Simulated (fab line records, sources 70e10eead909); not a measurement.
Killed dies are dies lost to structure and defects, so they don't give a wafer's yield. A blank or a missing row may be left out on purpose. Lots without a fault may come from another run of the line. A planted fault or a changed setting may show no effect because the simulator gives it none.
fab line records | flow nand_harc
record lots=11 wafers=33 last_day=24
route steps=1159 shown A_WL_FILL@809 THIN_TSV@1127 END@1159
lots that met no fault: from a run of the same line without faults
start_h: hours from the record's first day to the start of the lot's first wafer shown | wait_h: hours since the lot's step before | " the same as in the row above | L1.1+2: a row that stands for several wafers | - no value, or no start given | * or withheld: withheld | < > ~ a bound
route shown NAME@n: a module of which the file shows steps, and the number in the route of the first | usual: mean/standard deviation of fault-free wafers | same: alike in all rows | chamber/n: place in a boat | sites: the reading at each site | _std_site: their standard deviation | _edge_site: outer sites' mean less inner sites' | radius_mm: how far each site lies from the wafer's centre | mask NAME#n: copy n | behind: the tool/chamber that last shaped the wafer | hold: why the lot was held/for how many hours/how that ended | device: the transistor (n, p or np) that didn't switch | end of line: the same wafers' tests at the end of the route | a step without rows: its recipe alone | killed: dies lost to structure and defects at the first sort, not the wafer's yield | map: a wafer's dies, x killed, . not, _ none there
set.NAME: the setting as run; set.NAME@STEP: as run at that earlier step | model.NAME: the simulator's own value behind a step, which no gauge read
steps of the route over a sample of lots; a table a step, a row a wafer
services: from which hour (start_h, from the record's first day; less than 0 if before it) a tool's chamber was out of use, for how many hours, and why
## steps
# step NHARC_A_WL_FILL_ALD_00
# recipe target_thk_a=30 pulse_time_s=3 ald_cycles=30 temp_c=300 material=Al2O3
# usual heater_power_outer_w=276/39 heater_power_w=489/69 precursor_pulse_height_rel=1.001/0.02
# columns lot.wafer tool chamber start_h wait_h heater_power_outer_w heater_power_w precursor_pulse_height_rel
L775.2 ald_hk-03 3 337.63 0.1 275 477 0.998
L775.4 " 1 " " 306 571 0.992
L775.1 " 2 " " 228 412 1.004
L781.4 ald_hk-03 1 361.32 1.3 314 565 1.001
L781.3 " 0 " " 320 514 1.008
L781.6 " 2 " " 229 403 1.018
L784.3 ald_hk-03 3 371.57 0.1 278 479 0.977
L784.4 " 1 " " 300 561 0.974
L784.5 " 3 " " 275 475 0.980
L794.3 ald_hk-03 2 437.52 0.1 238 411 0.967
L794.5 " 0 " " 327 490 1.000
L794.6 " 1 " " 301 578 0.992
L789.2 ald_hk-02 0 437.54 0.1 306 613 0.991
L789.4 " 1 " " 220 397 1.011
L789.5 " 3 " " 265 478 1.007
L792.3 ald_hk-01 2 437.58 0.1 246 454 1.028
L792.4 " 0 " " 202 373 0.971
L792.5 " 1 " " 294 527 0.968
L793.3 ald_hk-02 1 440.69 0.1 223 409 1.012
L793.4 " 2 " " 257 474 1.007
L793.6 " 0 " " 304 604 1.010
L797.4 ald_hk-01 3 460.57 0.1 339 573 0.990
L797.3 " 1 " " 289 517 1.014
L797.5 " 0 " " 198 374 1.006
L796.3 ald_hk-03 1 460.59 0.1 305 574 1.014
L796.4 " 2 " " 226 405 1.013
L796.6 " 1 " " 303 569 1.016
L795.4 ald_hk-02 2 460.63 0.1 265 487 0.995
L795.3 " 3 " " 266 482 1.023
L795.2 " 0 " " 306 600 0.971
L798.3 ald_hk-01 2 469.02 0.1 254 455 0.999
L798.6 " 1 " " 296 518 1.017
L798.5 " 2 " " 257 457 1.013
# step NHARC_THIN_TSV_DEGAS_49
# recipe temp_c=300 time_s=120
# usual heater_power_w=454/39
# columns lot.wafer tool chamber start_h wait_h heater_power_w
L775.1 pvd_sputter-03 - 440.95 0.2 459
L775.4 " - " " 469
L775.2 " - " " 477
L784.3 pvd_sputter-03 - 475.52 0.1 428
L784.4 " - " " 470
L784.5 " - " " 439
L781.4 pvd_sputter-03 - 476.62 0.1 482
L781.3 " - " " 475
L781.6 " - " " 440
L792.4 pvd_sputter-01 - 525.58 0.1 387
L792.3 " - " " 501
L792.5 " - " " 391
L789.4 pvd_sputter-03 - 527.14 0.1 474
L789.2 " - " " 488
L789.5 " - " " 426
L794.3 pvd_sputter-03 - 533.78 0.1 428
L794.5 " - " " 423
L794.6 " - " " 486
L793.4 pvd_sputter-01 - 534.76 0.1 384
L793.3 " - " " 491
L793.6 " - " " 493
L797.4 pvd_sputter-02 - 550.11 0.1 487
L797.3 " - " " 506
L797.5 " - " " 404
L795.4 pvd_sputter-02 - 551.19 0.1 468
L795.2 " - " " 531
L795.3 " - " " 399
L796.3 pvd_sputter-03 - 553.14 0.1 486
L796.4 " - " " 427
L796.6 " - " " 485
L798.3 pvd_sputter-02 - 556.19 0.1 539
L798.6 " - " " 403
L798.5 " - " " 422
# step NHARC_THIN_TSV_ETCH_36
# recipe target_depth_a=650 over_etch_frac=0.3 time_s=18.571 ion_energy_ev=150 chemistry=Cl2/BCl3
# usual drypump_motor_current_A=5.64/0.23 oes_product_au=0.999/0.0079
# columns lot.wafer tool chamber start_h wait_h drypump_motor_current_A oes_product_au rf_hours_counter_h
L775.2 rie_metal-01 1 444.70 0.2 5.92 1.016 3.0
L775.1 " 0 " " 5.29 1.005 4.2
L775.4 " 0 " " 5.29 1.009 -
L784.4 rie_metal-03 0 479.22 0.1 5.70 0.997 -
L784.3 " 1 " " 5.91 0.989 -
L784.5 " 1 " " 5.91 0.995 -
L781.3 rie_metal-01 1 480.30 0.2 5.83 1.000 -
L781.4 " 0 " " 5.31 1.005 -
L781.6 " 0 " " 5.29 1.003 -
L792.3 rie_metal-02 1 529.28 0.2 5.43 0.993 -
L792.4 " 0 " " 5.51 0.995 -
L792.5 " 0 " " 5.52 0.996 -
L789.2 rie_metal-01 0 530.70 0.2 5.30 1.001 0.3
L789.4 " 0 " " 5.30 0.995 -
L789.5 " 1 " " 5.90 1.004 -
L794.3 rie_metal-03 1 537.82 0.2 5.91 1.000 -
L794.6 " 0 " " 5.72 0.991 -
L794.5 " 1 " " 5.91 1.004 -
L793.4 rie_metal-02 0 538.52 0.2 5.52 0.996 -
L793.3 " 1 " " 5.42 1.002 -
L793.6 " 1 " " 5.43 1.010 -
L797.4 rie_metal-03 0 553.69 0.2 5.73 0.990 -
L797.3 " 1 " " 5.92 1.006 -
L797.5 " 1 " " 5.94 1.005 -
L795.2 rie_metal-03 1 554.77 0.2 5.91 0.988 3.1
L795.4 " 1 " " 5.89 0.989 -
L795.3 " 0 " " 5.73 0.986 -
L796.3 rie_metal-02 1 556.83 0.2 5.40 1.004 -
L796.4 " 0 " " 5.50 0.991 -
L796.6 " 1 " " 5.42 1.005 -
L798.3 rie_metal-01 0 559.80 0.1 5.29 0.995 -
L798.6 " 1 " " 5.84 0.994 -
L798.5 " 0 " " 5.29 1.000 -
# step NHARC_THIN_TSV_STRIP_56
# recipe power_w=1500 temp_c=250 chemistry=O2
# usual drypump_motor_current_A=6.23/0.092 heater_power_w=333/17
# columns lot.wafer tool chamber start_h wait_h drypump_motor_current_A heater_power_w rf_hours_counter_h
L775.1 plasma_asher-02 1 444.87 0.2 6.36 357 25
L775.2 " 0 " " 6.20 333 25
L775.4 " 0 " " 6.17 338 -
L784.3 plasma_asher-01 1 479.40 0.2 6.11 324 -
L784.4 " 0 " " 6.18 315 -
L784.5 " 1 " " 6.12 328 -
L781.4 plasma_asher-02 1 480.49 0.2 6.36 345 -
L781.3 " 0 " " 6.22 327 -
L781.6 " 1 " " 6.35 365 -
L792.3 plasma_asher-01 1 529.46 0.2 6.14 329 -
L792.4 " 0 " " 6.23 305 -
L792.5 " 0 " " 6.19 311 -
L789.2 plasma_asher-02 1 530.85 0.1 6.37 358 55
L789.4 " 0 " " 6.19 338 -
L789.5 " 0 " " 6.21 330 -
L794.3 plasma_asher-01 0 538.04 0.2 6.22 315 -
L794.5 " 1 " " 6.10 325 -
L794.6 " 0 " " 6.24 306 -
L793.3 plasma_asher-01 1 538.84 0.3 6.12 323 -
L793.4 " 0 " " 6.20 308 -
L793.6 " 0 " " 6.21 314 -
L797.4 plasma_asher-01 0 553.88 0.2 6.19 313 -
L797.3 " 1 " " 6.10 338 -
L797.5 " 0 " " 6.21 308 -
L795.2 plasma_asher-02 0 554.87 0.1 6.23 334 4
L795.3 " 0 " " 6.19 332 -
L795.4 " 1 " " 6.36 380 -
L796.3 plasma_asher-01 0 557.01 0.2 6.24 319 -
L796.4 " 1 " " 6.15 325 -
L796.6 " 1 " " 6.13 330 -
L798.3 plasma_asher-02 1 559.97 0.2 6.43 365 -
L798.6 " 1 " " 6.35 364 -
L798.5 " 0 " " 6.21 338 -
# step NHARC_END_SORT_01
# recipe temp_c=25
# usual killed_at_array=26/11 killed_at_other=0.6/1 killed_at_periphery=3.1/2.1 killed_dies=30/11 killed_open=3.4/1.8 killed_short=2.1/1.5
# same gross_dies=677
# columns lot.wafer tool chamber start_h wait_h killed_at_array killed_at_other killed_at_periphery killed_dies killed_open killed_short
L784.3 prober-01 0 488.27 3.1 69 2 3 74 4 2
L784.4 prober-01 0 489.08 3.4 124 4 4 132 4 7
L784.5 prober-01 0 489.89 3.7 77 1 2 80 3 5
L781.3 prober-01 0 496.12 3.1 80 1 0 81 2 2
L781.4 prober-01 0 496.91 3.4 126 0 3 129 2 1
L781.6 prober-01 0 498.50 4.0 117 0 3 120 4 2
L794.3 prober-01 0 550.04 3.1 55 0 3 58 4 1
L794.5 prober-01 0 551.63 3.7 45 3 1 49 4 0
L794.6 prober-01 0 552.43 4.0 45 0 6 51 0 0
# killed by level:class
L784.3 A_WL_FILL:unspecified=52 A_CHANNEL_HOLE_D1:chamber_film_flake=9 A_CONTACT:chamber_film_flake=4 THIN_TSV:chamber_film_flake=2 P_M0:geometric_particle:short=1 P_BONDPAD:geometric_particle:open=1 A_CHANNEL_FILL_D1:geometric_particle:short=1 A_WL_FILL:geometric_particle:open=1
L784.4 A_WL_FILL:unspecified=101 A_CHANNEL_HOLE_D1:chamber_film_flake=11 THIN_TSV:chamber_film_flake=4 A_CHANNEL_FILL_D1:geometric_particle:open=2 A_CHANNEL_FILL_D1:geometric_particle:short=2 A_CONTACT:chamber_film_flake=2 P_GATE:geometric_particle:open=1 P_M0:geometric_particle:short=1
L784.5 A_WL_FILL:unspecified=56 A_CHANNEL_HOLE_D1:chamber_film_flake=11 A_CONTACT:chamber_film_flake=3 A_CHANNEL_FILL_D1:geometric_particle:short=2 P_CONTACT:geometric_particle:short=1 A_SOURCE_PLATE:geometric_particle:short=1 A_SOURCE_PLATE:geometric_particle:open=1 A_ONON_D1:geometric_particle:open=1
L781.3 A_WL_FILL:unspecified=51 A_CHANNEL_HOLE_D1:chamber_film_flake=16 A_SGD_CUT:chamber_film_flake=8 A_CHANNEL_FILL_D1:geometric_particle:short=1 A_M0:geometric_particle:short=1 A_M1:geometric_particle:open=1 STARTING-WAFER:geometric_particle:open=1 A_STAIRCASE:chamber_film_flake=1
L781.4 A_WL_FILL:unspecified=103 A_CHANNEL_HOLE_D1:chamber_film_flake=10 A_SGD_CUT:chamber_film_flake=6 A_CONTACT:chamber_film_flake=4 P_BONDPAD:chamber_film_flake=2 A_CHANNEL_FILL_D1:geometric_particle:short=1 A_CHANNEL_FILL_D1:geometric_particle:open=1 A_BLC:geometric_particle:open=1
L781.6 A_WL_FILL:unspecified=90 A_CHANNEL_HOLE_D1:chamber_film_flake=15 A_SGD_CUT:chamber_film_flake=4 A_CONTACT:chamber_film_flake=3 P_STI:geometric_particle:open=1 P_M1:geometric_particle:open=1 A_ONON_D1:geometric_particle:open=1 A_WL_FILL:geometric_particle:short=1
L794.3 A_CHANNEL_HOLE_D1:chamber_film_flake=21 A_SLIT:chamber_film_flake=20 A_STAIRCASE:chamber_film_flake=4 A_ONON_D1:geometric_particle:open=2 P_CONTACT:chamber_film_flake=2 A_CONTACT:chamber_film_flake=2 A_M1:chamber_film_flake=2 A_SOURCE_PLATE:geometric_particle:open=1
L794.5 A_SLIT:chamber_film_flake=18 A_CHANNEL_HOLE_D1:chamber_film_flake=18 A_CONTACT:chamber_film_flake=4 THIN_TSV:chamber_film_flake=3 A_ONON_D1:geometric_particle:open=1 A_BLC:geometric_particle:open=1 A_M0:geometric_particle:open=1 A_M1:geometric_particle:open=1
L794.6 A_SLIT:chamber_film_flake=21 A_CHANNEL_HOLE_D1:chamber_film_flake=17 A_CONTACT:chamber_film_flake=6 P_CONTACT:chamber_film_flake=4 P_GATE:chamber_film_flake=1 P_BONDPAD:chamber_film_flake=1 A_ZERO_WELL:chamber_film_flake=1
## services
# columns tool chamber start_h hours kind
plasma_asher-01 - 322.32 0.3 repair
ald_hk-03 - 322.75 10.0 pm
rie_metal-01 - 332.00 9.0 pm
ald_hk-02 - 335.07 2.5 repair
rie_metal-03 - 344.99 1.6 repair
plasma_asher-01 - 352.35 5.3 repair
plasma_asher-02 - 360.24 9.0 pm
rie_metal-03 0 363.74 4.6 repair
pvd_sputter-02 - 364.27 3.4 repair
ald_hk-03 - 404.76 2.3 repair
pvd_sputter-03 - 416.85 4.1 repair
rie_metal-01 1 422.97 19.5 repair
plasma_asher-01 - 423.98 1.3 repair
rie_metal-03 - 437.05 0.6 repair
rie_metal-03 - 453.00 9.0 pm
plasma_asher-01 - 454.32 9.0 pm
pvd_sputter-03 - 458.00 10.0 pm
pvd_sputter-03 - 470.61 2.0 repair
plasma_asher-02 - 493.57 1.4 repair
ald_hk-03 - 500.75 10.0 pm
rie_metal-01 - 509.00 9.0 pm
plasma_asher-02 - 537.24 9.0 pm
rie_metal-03 - 539.44 2.0 repair
plasma_asher-01 - 542.80 1.0 repair
## key
first_sign step=NHARC_END_SORT_01 reading=killed_dies direction=up sigmas=6.6 usual=30 struck=103
effect step=NHARC_END_SORT_01 reading=killed_at_array direction=up sigmas=6.6 usual=26 struck=99
more_kills_born_at NHARC_A_WL_FILL_ALD_00@ald_hk-03=453
met_at NHARC_A_WL_FILL_ALD_00
struck_lots L781,L784
tester_left_out L781,L784
not_acting_at NHARC_THIN_TSV_DEGAS_49,NHARC_THIN_TSV_ETCH_36,NHARC_THIN_TSV_STRIP_56
onset_between 337.63 361.32
fault kind=chamber_particle_source tool=ald_hk-03 chamber=- onset_h=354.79 steps=NHARC_A_WL_FILL_ALD_00 rate_per_visit_cm2=1.7536 end_h=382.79
# tester_left_out: of these lots the tester's yield and bins aren't shown, on N5 and GAA mostly nor the transistor test; their killed dies are dies lost to structure and defects alone, not to doping, threshold or leakage, so they don't give the yield
